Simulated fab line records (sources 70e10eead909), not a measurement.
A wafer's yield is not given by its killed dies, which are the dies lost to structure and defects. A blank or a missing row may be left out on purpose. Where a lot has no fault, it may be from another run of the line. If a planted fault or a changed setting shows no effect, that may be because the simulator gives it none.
8D (eight disciplines) problem report, filled in by code :: flow nand harc :: the parts of the form that need people (team, actions taken, sign-off) are left out

## 1. THE ISSUE
At NHARC_END_SORT_01, killed dies averages 90 over 6 wafers from 2 lots, while fault-free wafers read 33, standard deviation 10. That puts it +5.8 standard deviations away from the usual mean.
The first sign was on wafer L379.2 at day 20 16:11, on prober-01. Wafers with a number at this step in the record: 39, from 13 lots. Rule for "out" (also "out of limits"): further than 4 standard deviations from the usual mean. The other wafers with a number count as sound.

## 2. WHAT IT IS; WHAT IT IS NOT
question: which readings at this step
is: killed dies, killed at array
is not: killed at other, killed at periphery, killed open, killed short

question: which lots
is: L379, L380
is not: L373, L374, L376, L387, L389, L390, L391, L392, L393, L394, L395

question: which wafers of those lots
is: all that have a number
is not: -

question: read on which gauges
is: prober-01, prober-02
is not: -

question: when
is: from day 20 16:11
is not: up to then (9 sound wafers); but 24 sound wafers of L387, L389, L390, L391, L392, L393, L394, L395 came after

## 3. SUSPECTS, AND WHAT RULES EACH OUT
Counting: any tool at a process step up to the reading is kept as a suspect provided that every lot that is out went through it and no sound lot did after the first of them.
- ruled out: the gauge at NHARC_END_SORT_01. 2 gauges (prober-01, prober-02) read the wafers that are out.
- pecvd onon-02 at NHARC_A_ONON_D1_DEP_03 (target thk 1000 nm): ruled out as a lasting fault. Following L379 (day 8 22:02), the first lot on it that is out, the sound lots L393, L395 were run on it.
Left after counting: nothing in the record.

## 4. THE CAUSE (what the simulator had put in)
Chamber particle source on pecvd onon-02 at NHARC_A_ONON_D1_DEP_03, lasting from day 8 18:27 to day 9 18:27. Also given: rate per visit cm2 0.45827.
It was ruled out by counting, in error; the rule expects a fault to strike all lots run on its tool from its start on, and this fault did not.

## 5. SEQUENCE OF EFFECTS, ordered by route
Each row: a reading where the mean over the struck wafers with a number is more than 3 standard deviations away from the usual. Only readings for which the record gives a usual standard deviation are gone through. hours: the time from each lot's start at the first step in this table that gives one to its start at this step, as a median over the lots. sigmas: the change in usual standard deviations.
hours: 0
step: NHARC_END_SORT_01
reading: killed at array
usual: 29
on struck wafers: 86
change: +58
sigmas: +5.8

hours: 0
step: NHARC_END_SORT_01
reading: killed dies
usual: 33
on struck wafers: 90
change: +58
sigmas: +5.8

## 6. HOW IT WOULD HAVE BEEN CAUGHT EARLIER
The first out-of-limits reading at a measuring or inspecting step in this record came at day 20 16:11, 286 hours after the fault's start at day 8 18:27.
